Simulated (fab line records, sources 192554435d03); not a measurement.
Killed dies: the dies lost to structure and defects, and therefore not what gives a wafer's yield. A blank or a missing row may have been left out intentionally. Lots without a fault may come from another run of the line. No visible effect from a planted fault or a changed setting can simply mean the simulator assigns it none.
A single fault, viewed from 2 desks	flow n5_finfet	each desk holds nothing but its own numbers, with what lay behind them at the end

== AT THE TOOL OWNER'S DESK: ald_metal-01 ==
The tool's own readings at N5_BEOL_M6_ALD_77 (deposits TaN, target thk 2 nm, pulse time 2 s, purge time 3 s): means of the sampled wafers that have a number, for each lot that ran on this tool. The brackets show how far a lot's mean lies from the usual mean; more than 4 standard deviations puts the lot out of limits, marked OUT.
Columns: A = chamber_pressure_Torr at N5_BEOL_M6_ALD_77, usual 3.000 Torr; B = heater_power_outer_w at N5_BEOL_M6_ALD_77, usual 247 W; C = heater_power_w at N5_BEOL_M6_ALD_77, usual 446 W
lot	first seen here	A	B	C
L599	day 8 10:34	2.996	252	447
L602	day 9 13:20	3.002	237	409
L607	day 10 19:57	3.004	262	484
This desk found nothing out of limits on any of the 3 lots.

== THE METROLOGY DESK ==
Lot by lot, what the gauges showed, no matter which tool ran the lot: averages of those sampled wafers that carry a number. The brackets show how far a lot's mean lies from the usual mean; more than 4 standard deviations puts the lot out of limits, marked OUT.
Columns: A = trench_depth_nm at N5_BEOL_M6_OCD_MEAS_38, usual 94.0 nm; B = cd_nm at N5_BEOL_M6_CD_MEAS_35, usual 40.4 nm
lot	first seen here	A	B
L599	day 8 09:40	94.1	40.8
L602	day 9 12:26	96.7	40.5
L607	day 10 19:02	93.3	40.5
L620	day 14 16:53	93.5	40.5
L621	day 15 00:40	94.5	40.2
This desk found nothing out of limits on any of the 5 lots.

== BROUGHT TOGETHER ==
Nothing out of limits was seen by the tool owner's desk.
From the metrology desk's view, nothing was out of limits.

== WHAT THE SIMULATOR HAD INSERTED ==
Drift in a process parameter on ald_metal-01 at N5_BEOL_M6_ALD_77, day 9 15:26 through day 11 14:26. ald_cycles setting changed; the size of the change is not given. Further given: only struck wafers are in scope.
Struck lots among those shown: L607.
